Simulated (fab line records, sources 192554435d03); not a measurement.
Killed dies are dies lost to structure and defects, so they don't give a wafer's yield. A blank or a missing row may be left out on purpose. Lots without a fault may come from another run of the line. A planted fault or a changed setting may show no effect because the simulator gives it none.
Split-lot experiment | flow n5_finfet | 7 lots, 21 wafers read, on a route of 1938 steps

THE SPLIT
At N5_BEOL_M5_ETCH_41 (etches SiCN in CH3F/O2, target depth 31.5 nm, time 56.7 s), the setting source_w was moved away from the recipe's 395 W on 8 of the 21 wafers read, by -12.1% to +16.2%. The other wafers ran this setting at the recipe's value.

The reading is taken at the split's own step.

THE READING
rf_vpp_V, in V, at N5_BEOL_M5_ETCH_41 (etches SiCN in CH3F/O2, target depth 31.5 nm, time 56.7 s). Fault-free wafers of this fab line usually give 297.3 V, standard deviation 1.4 V.

wafer  | tool, chamber at the split | source_w as run, W | against the recipe | rf_vpp_V, V | against lot-mates on the recipe
L074.3 | rie_diel-04, 2             | 351.9              | -10.9%             | 307.9       | +10.3
L074.4 | rie_diel-04, 1             | 395                | recipe             | 298.5       | -
L074.5 | rie_diel-04, 0             | 395                | recipe             | 296.7       | -
L080.1 | rie_diel-03, 3             | 395                | recipe             | 299.5       | -
L080.2 | rie_diel-03, 2             | 439.9              | +11.4%             | 286.8       | -12.7
L080.3 | rie_diel-03, 1             | 439.9              | +11.4%             | 291.4       | -8.1
L083.1 | rie_diel-03, 2             | 395                | recipe             | 296.8       | -
L083.4 | rie_diel-03, 3             | 395                | recipe             | 298.6       | -
L083.6 | rie_diel-03, 2             | 395                | recipe             | 296.7       | -
L087.2 | rie_diel-04, 0             | 347.2              | -12.1%             | 307.9       | +10.7
L087.4 | rie_diel-04, 3             | 395                | recipe             | 297.2       | -
L087.6 | rie_diel-04, 3             | 347.2              | -12.1%             | 310.1       | +12.9
L090.3 | rie_diel-06, 3             | 395                | recipe             | 297.7       | -
L090.4 | rie_diel-06, 1             | 395                | recipe             | 297.4       | -
L090.6 | rie_diel-06, 2             | 395                | recipe             | 297.5       | -
L091.1 | rie_diel-04, 1             | 395                | recipe             | 298.8       | -
L091.5 | rie_diel-04, 0             | 459                | +16.2%             | 281.5       | -16.7
L091.6 | rie_diel-04, 3             | 395                | recipe             | 297.6       | -
L094.1 | rie_diel-03, 2             | 395                | recipe             | 297.7       | -
L094.3 | rie_diel-03, 0             | 458.5              | +16.1%             | 282.7       | -15.0
L094.4 | rie_diel-03, 1             | 458.5              | +16.1%             | 283.9       | -13.8

THE FIT
A straight line over all 21 wafers: rf_vpp_V changes by -0.905 V for each +1% of source_w; r = -0.99; the points scatter about the line by 1.3 V.
The same after taking each lot's own level away (the mean of its wafers on the recipe; 21 wafers): -0.946 V for each +1%; r = -0.99; scatter 1.1 V.
On that fit, the largest move of source_w shifts the reading by 15 V.
The lots' own levels span 297.20 to 299.50 V, that is 1.6 times the standard deviation above.
So the lot-to-lot level changes the slope little: the two slopes agree.
Check: with one of the wafers moved furthest among these (+16.2%) left out of the fit, the line predicts -14.9 V for it against its lot-mates. It came out at -16.7 V against them.
Tool readings at the split's step, against how far the setting was moved: rf_vpp_V r = -0.99.

OTHER SPLITS ON THESE WAFERS
These wafers also went through other splits before the reading. Each is held against what the fit with the lots' levels taken away leaves over:
other split on the same wafers     | wafers away from the commonest value | r with rf_vpp_V (lot level and that fit taken away)
N5_BEOL_M4_EXPOSE_25 dose_mj       | 7                                    | -0.01
N5_BEOL_M5_TRENCH_ETCH_37 source_w | 9                                    | -0.01

THE FILE'S OWN FIT
rf_vpp_V changes by -0.957 V for each +1% of source_w, r = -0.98.
